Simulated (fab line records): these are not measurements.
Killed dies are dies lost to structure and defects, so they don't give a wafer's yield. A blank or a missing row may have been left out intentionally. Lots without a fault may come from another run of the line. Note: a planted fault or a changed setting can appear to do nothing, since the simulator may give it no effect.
Matching of chambers / flow nandHarc / 3 sister chambers for NHARC_P_CONTACT_DEP_30 on pecvd-02
The step deposits SiNx, target thk 30 nm. 14 wafers are shown with their chamber, then 7 later ones without.

== WAFERS, EACH WITH ITS CHAMBER ==
wafer=L075.2; chamber=1; heaterPowerW (W)=605
wafer=L075.3; chamber=0; heaterPowerW (W)=612
wafer=L075.4; chamber=0; heaterPowerW (W)=611
wafer=L077.2; chamber=1; heaterPowerW (W)=703
wafer=L077.3; chamber=0; heaterPowerW (W)=674
wafer=L077.6; chamber=1; heaterPowerW (W)=679
wafer=L088.2; chamber=0; heaterPowerW (W)=700
wafer=L088.4; chamber=1; heaterPowerW (W)=595
wafer=L088.5; chamber=2; heaterPowerW (W)=764
wafer=L092.3; chamber=1; heaterPowerW (W)=636
wafer=L092.4; chamber=0; heaterPowerW (W)=711
wafer=L092.6; chamber=1; heaterPowerW (W)=607
wafer=L093.1; chamber=1; heaterPowerW (W)=679
wafer=L093.3; chamber=0; heaterPowerW (W)=627

SIGNATURES (averages over the wafers above)
reading=heaterPowerW; chamber 0=655.83; chamber 1=643.43; chamber 2=764.00; scatter within a chamber=44.1
Rule: for a wafer and a chamber, the distance is found by dividing, reading by reading, the gap between the wafer's reading and the chamber's mean by the reading's scatter, squaring, summing and taking the root. If the next closest chamber is less than 2 further off than the closest, the wafer can't be placed; otherwise it belongs to the closest. The scatter: take each reading less its chamber's mean, square it, sum over the shown wafers, divide by the number of wafers less the number of chambers, and take the root.

== WAFERS WITHOUT THEIR CHAMBER ==
wafer=L093.4; heaterPowerW (W)=895
wafer=L095.1; heaterPowerW (W)=783
wafer=L095.5; heaterPowerW (W)=609
wafer=L095.6; heaterPowerW (W)=630
wafer=L096.1; heaterPowerW (W)=649
wafer=L096.2; heaterPowerW (W)=666
wafer=L096.4; heaterPowerW (W)=669

== EACH ONE'S CHAMBER ==
wafer=L093.4; from the rows above=2; in truth=2
wafer=L095.1; from the rows above=2; in truth=2
wafer=L095.5; from the rows above=can't be placed: 1 or 0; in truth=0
wafer=L095.6; from the rows above=can't be placed: 1 or 0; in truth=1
wafer=L096.1; from the rows above=can't be placed: 1 or 0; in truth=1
wafer=L096.2; from the rows above=can't be placed: 0 or 1 or 2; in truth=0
wafer=L096.4; from the rows above=can't be placed: 0 or 1 or 2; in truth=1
Placed correctly: 2 of 7. Cannot be placed on the basis of these rows: 5; the candidates contain the true chamber in 5. Wrongly placed: 0.
